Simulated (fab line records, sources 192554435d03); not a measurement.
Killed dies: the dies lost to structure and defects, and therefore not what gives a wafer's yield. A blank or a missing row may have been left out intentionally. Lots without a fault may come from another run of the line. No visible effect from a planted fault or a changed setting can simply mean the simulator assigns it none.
Split-lot study    flow n5 finfet    on a route of 1938 steps: 7 lots, 21 wafers read

== ON THE SPLIT ==
At N5_BEOL_M4_DESCUM_33 (chemistry O2, time 7 s), the setting time s was moved away from the recipe's 7 s on 4 of the 21 wafers read, by -14.3% to +15.8%. This setting was run at the recipe's value on the other wafers.

== FROM THE SPLIT TO THE READING: what the file shows between them, 3 steps ==
- N5_BEOL_M4_ETCH_77: etches underlayer in N2/H2, target depth 6.5 nm, time 5.2 s
- N5_BEOL_M4_ETCH_69: etches SiARC in CF4, target depth 15.6 nm, time 26 s
- N5_BEOL_M4_ALD_98: deposits SiO2, target thk 2.5 nm, pulse time 1 s, co reactant pulse time 1 s

== THE READING ==
CAR-EUV_of_BEOL_M4_COAT_22.thk nm (the simulator's own value, which no gauge read), in nm, at N5_BEOL_M4_ETCHBACK_99 (etches SiO2 in CHF3, target depth 5 nm, time 10.4 s). The file gives no usual value for it. Across the 17 wafers here that went through the recipe, the average is 10.4 nm and the standard deviation 0.064 nm.

wafer   tool, chamber at the split  time s as run, s  against the recipe  CAR-EUV_of_BEOL_M4_COAT_22.thk nm, nm  against lot-mates on the recipe
L074.1  rie diel-02, 1,3            8.106             +15.8%              9.8                                    -0.6
L074.2  rie diel-02, 1,3            8.106             +15.8%              10                                     -0.4
L074.4  rie diel-02, 0              7                 recipe              10.4                                   -
L076.4  rie diel-02, 1,2,3          7                 recipe              10.4                                   -
L076.5  rie diel-02, 1,2,3          7                 recipe              10.4                                   -
L076.6  rie diel-02, 1,2,3          7                 recipe              10.4                                   -
L078.2  rie diel-06, 2,1            7                 recipe              10.4                                   -
L078.4  rie diel-06, 1              7                 recipe              10.4                                   -
L078.6  rie diel-06, 2,1            7                 recipe              10.4                                   -
L084.2  rie diel-02, 3              7                 recipe              10.6                                   -
L084.5  rie diel-02, 1,0            7                 recipe              10.4                                   -
L084.6  rie diel-02, 1,0            7                 recipe              10.4                                   -
L087.1  rie diel-06, 2              7                 recipe              10.4                                   -
L087.5  rie diel-06, 3              6.001             -14.3%              10.8                                   +0.4
L087.6  rie diel-06, 2              6.001             -14.3%              11                                     +0.6
L090.1  rie diel-06, 1,3            7                 recipe              10.4                                   -
L090.6  rie diel-06, 0              7                 recipe              10.4                                   -
L090.3  rie diel-06, 1,3            7                 recipe              10.6                                   -
L095.2  rie diel-06, 0,2,3          7                 recipe              10.4                                   -
L095.4  rie diel-06, 0,2,3          7                 recipe              10.4                                   -
L095.6  rie diel-06, 0,2,3          7                 recipe              10.4                                   -
When a row names more than one chamber, that row covers several wafers, and the file does not tell which wafer ran in which chamber.

FIT RESULTS
A straight line over all 21 wafers: CAR-EUV_of_BEOL_M4_COAT_22.thk nm changes by -0.0332 nm for each +1% of time s; r = -0.95; the points scatter about the line by 0.076 nm.
The same after taking each lot's own level away (the mean of its wafers on the recipe; 21 wafers): -0.0332 nm for each +1%; r = -0.96; scatter 0.071 nm.
According to that fit, moving time s by its largest amount changes the reading by 0.52 nm.
The span of the lots' own levels, 10.40 to 10.47 nm, comes to 1.0 times the standard deviation stated above.
Consequently the slope shifts little with the lot-to-lot level, the two slopes agreeing.
Check: for one of the wafers moved furthest among these (+15.8%), held out of the fit, the line's prediction against its lot-mates is -0.482 nm. Against them it came out at -0.6 nm.

== FURTHER SPLITS ON THESE WAFERS ==
Other splits were also applied to these wafers ahead of the reading. Each is held against what the fit with the lots' levels taken away leaves over:
other split on the same wafers  wafers away from the commonest value  r with CAR-EUV_of_BEOL_M4_COAT_22.thk nm (lot level and that fit taken away)
N5_BEOL_M3_COAT_05 spin rpm     9                                     +0.18
N5_BEOL_M4_PECVD_72 temp c      9                                     +0.02

== THE WHOLE CHAIN: every reading that the file lists as answering this split, in the file's order ==
step                    what it does                                                 reading                                                                             change (the file's fit)                 r (the file's)
N5_BEOL_M4_DESCUM_33    chemistry O2, time 7 s                                       CAR-EUV_of_BEOL_M4_COAT_22.thk nm (the simulator's own value, which no gauge read)  -0.0367 nm for each +1% of the setting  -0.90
N5_BEOL_M4_ETCH_77      etches underlayer in N2/H2, target depth 6.5 nm, time 5.2 s  CAR-EUV_of_BEOL_M4_COAT_22.thk nm (the simulator's own value, which no gauge read)  -0.03 nm for each +1% of the setting    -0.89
N5_BEOL_M4_ETCH_69      etches SiARC in CF4, target depth 15.6 nm, time 26 s         CAR-EUV_of_BEOL_M4_COAT_22.thk nm (the simulator's own value, which no gauge read)  -0.0335 nm for each +1% of the setting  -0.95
N5_BEOL_M4_ETCHBACK_99  etches SiO2 in CHF3, target depth 5 nm, time 10.4 s          CAR-EUV_of_BEOL_M4_COAT_22.thk nm (the simulator's own value, which no gauge read)  -0.0332 nm for each +1% of the setting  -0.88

== FILE'S OWN FIT ==
CAR-EUV_of_BEOL_M4_COAT_22.thk nm changes by -0.0332 nm for each +1% of time s, r = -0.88.
